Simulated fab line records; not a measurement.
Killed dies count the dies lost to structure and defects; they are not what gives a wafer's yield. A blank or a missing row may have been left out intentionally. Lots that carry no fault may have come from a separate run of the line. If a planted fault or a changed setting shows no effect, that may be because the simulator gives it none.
Chamber matching / flow nand_harc / NHARC_P_GATE_STRIP_108 on rie_diel-07: 4 sister chambers
The step strips in O2. 22 wafers are shown with their chamber, then 11 later ones without.

WAFERS WITH THEIR CHAMBER
wafer=L074.1; chamber=2; showerhead_plenum_p_Torr (Torr)=3.77; oes_product_au (a.u.)=1.007; rf_vpp_V (V)=57.5
wafer=L074.5; chamber=1; showerhead_plenum_p_Torr (Torr)=3.48; oes_product_au (a.u.)=1.012; rf_vpp_V (V)=56.6
wafer=L074.6; chamber=0; showerhead_plenum_p_Torr (Torr)=3.51; oes_product_au (a.u.)=1.000; rf_vpp_V (V)=57.5
wafer=L075.2; chamber=2; showerhead_plenum_p_Torr (Torr)=3.77; oes_product_au (a.u.)=0.998; rf_vpp_V (V)=57.9
wafer=L075.4; chamber=3; showerhead_plenum_p_Torr (Torr)=3.48; oes_product_au (a.u.)=1.003; rf_vpp_V (V)=57.1
wafer=L075.5; chamber=0; showerhead_plenum_p_Torr (Torr)=3.51; oes_product_au (a.u.)=0.989; rf_vpp_V (V)=57.2
wafer=L077.3; chamber=0; showerhead_plenum_p_Torr (Torr)=3.51; oes_product_au (a.u.)=0.990; rf_vpp_V (V)=58.4
wafer=L077.4; chamber=3; showerhead_plenum_p_Torr (Torr)=3.48; oes_product_au (a.u.)=0.996; rf_vpp_V (V)=57.0
wafer=L077.5; chamber=0; showerhead_plenum_p_Torr (Torr)=3.51; oes_product_au (a.u.)=0.985; rf_vpp_V (V)=57.4
wafer=L078.1; chamber=3; showerhead_plenum_p_Torr (Torr)=3.48; oes_product_au (a.u.)=1.006; rf_vpp_V (V)=58.5
wafer=L078.3; chamber=1; showerhead_plenum_p_Torr (Torr)=3.48; oes_product_au (a.u.)=1.007; rf_vpp_V (V)=57.9
wafer=L078.4; chamber=2; showerhead_plenum_p_Torr (Torr)=3.77; oes_product_au (a.u.)=1.009; rf_vpp_V (V)=57.9
wafer=L079.1; chamber=0; showerhead_plenum_p_Torr (Torr)=3.51; oes_product_au (a.u.)=0.998; rf_vpp_V (V)=57.6
wafer=L079.2; chamber=3; showerhead_plenum_p_Torr (Torr)=3.48; oes_product_au (a.u.)=1.000; rf_vpp_V (V)=59.5
wafer=L079.3; chamber=1; showerhead_plenum_p_Torr (Torr)=3.48; oes_product_au (a.u.)=1.010; rf_vpp_V (V)=56.2
wafer=L081.3; chamber=2; showerhead_plenum_p_Torr (Torr)=3.76; oes_product_au (a.u.)=1.001; rf_vpp_V (V)=58.8
wafer=L081.5; chamber=1; showerhead_plenum_p_Torr (Torr)=3.48; oes_product_au (a.u.)=1.006; rf_vpp_V (V)=57.1
wafer=L081.6; chamber=0; showerhead_plenum_p_Torr (Torr)=3.51; oes_product_au (a.u.)=1.004; rf_vpp_V (V)=57.2
wafer=L090.2; chamber=1; showerhead_plenum_p_Torr (Torr)=3.48; oes_product_au (a.u.)=0.995; rf_vpp_V (V)=59.3
wafer=L090.3; chamber=0; showerhead_plenum_p_Torr (Torr)=3.51; oes_product_au (a.u.)=0.993; rf_vpp_V (V)=57.0
wafer=L090.6; chamber=1; showerhead_plenum_p_Torr (Torr)=3.48; oes_product_au (a.u.)=0.995; rf_vpp_V (V)=58.7
wafer=L091.3; chamber=2; showerhead_plenum_p_Torr (Torr)=3.76; oes_product_au (a.u.)=1.000; rf_vpp_V (V)=58.3

SIGNATURES (averages over the wafers above)
reading=showerhead_plenum_p_Torr; chamber 0=3.5100; chamber 1=3.4800; chamber 2=3.7660; chamber 3=3.4800; scatter within a chamber=0.00258
reading=oes_product_au; chamber 0=0.99414; chamber 1=1.00417; chamber 2=1.00300; chamber 3=1.00125; scatter within a chamber=0.00621
reading=rf_vpp_V; chamber 0=57.471; chamber 1=57.633; chamber 2=58.080; chamber 3=58.025; scatter within a chamber=0.879
Rule: distance of a wafer from a chamber = root of the sum over the readings of ((wafer's reading minus chamber's mean) / reading's scatter) squared. If the next closest chamber is less than 2 further off than the closest, the wafer can't be placed; otherwise it belongs to the closest. The scatter: take each reading less its chamber's mean, square it, sum over the shown wafers, divide by the number of wafers less the number of chambers, and take the root.

WAFERS MISSING THEIR CHAMBER
wafer=L091.4; showerhead_plenum_p_Torr (Torr)=3.48; oes_product_au (a.u.)=0.986; rf_vpp_V (V)=56.8
wafer=L091.5; showerhead_plenum_p_Torr (Torr)=3.51; oes_product_au (a.u.)=0.985; rf_vpp_V (V)=57.5
wafer=L092.1; showerhead_plenum_p_Torr (Torr)=3.48; oes_product_au (a.u.)=0.999; rf_vpp_V (V)=57.3
wafer=L092.2; showerhead_plenum_p_Torr (Torr)=3.47; oes_product_au (a.u.)=1.012; rf_vpp_V (V)=58.4
wafer=L092.5; showerhead_plenum_p_Torr (Torr)=3.48; oes_product_au (a.u.)=0.990; rf_vpp_V (V)=56.2
wafer=L093.1; showerhead_plenum_p_Torr (Torr)=3.51; oes_product_au (a.u.)=0.979; rf_vpp_V (V)=56.8
wafer=L093.5; showerhead_plenum_p_Torr (Torr)=3.51; oes_product_au (a.u.)=0.977; rf_vpp_V (V)=56.7
wafer=L093.6; showerhead_plenum_p_Torr (Torr)=3.47; oes_product_au (a.u.)=0.995; rf_vpp_V (V)=57.4
wafer=L095.2; showerhead_plenum_p_Torr (Torr)=3.47; oes_product_au (a.u.)=1.019; rf_vpp_V (V)=59.1
wafer=L095.4; showerhead_plenum_p_Torr (Torr)=3.51; oes_product_au (a.u.)=1.012; rf_vpp_V (V)=57.5
wafer=L095.5; showerhead_plenum_p_Torr (Torr)=3.51; oes_product_au (a.u.)=1.019; rf_vpp_V (V)=57.6

THE CHAMBER EACH PASSED THROUGH
wafer=L091.4; from the rows above=can't be placed: 3 or 1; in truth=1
wafer=L091.5; from the rows above=0; in truth=0
wafer=L092.1; from the rows above=can't be placed: 3 or 1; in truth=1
wafer=L092.2; from the rows above=can't be placed: 1 or 3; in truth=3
wafer=L092.5; from the rows above=can't be placed: 3 or 1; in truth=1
wafer=L093.1; from the rows above=0; in truth=0
wafer=L093.5; from the rows above=0; in truth=0
wafer=L093.6; from the rows above=can't be placed: 3 or 1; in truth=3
wafer=L095.2; from the rows above=can't be placed: 1 or 3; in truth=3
wafer=L095.4; from the rows above=0; in truth=0
wafer=L095.5; from the rows above=0; in truth=0
Placed correctly: 5 of 11. Cannot be placed on the basis of these rows: 6; the candidates contain the true chamber in 6. 0 placed wrongly.
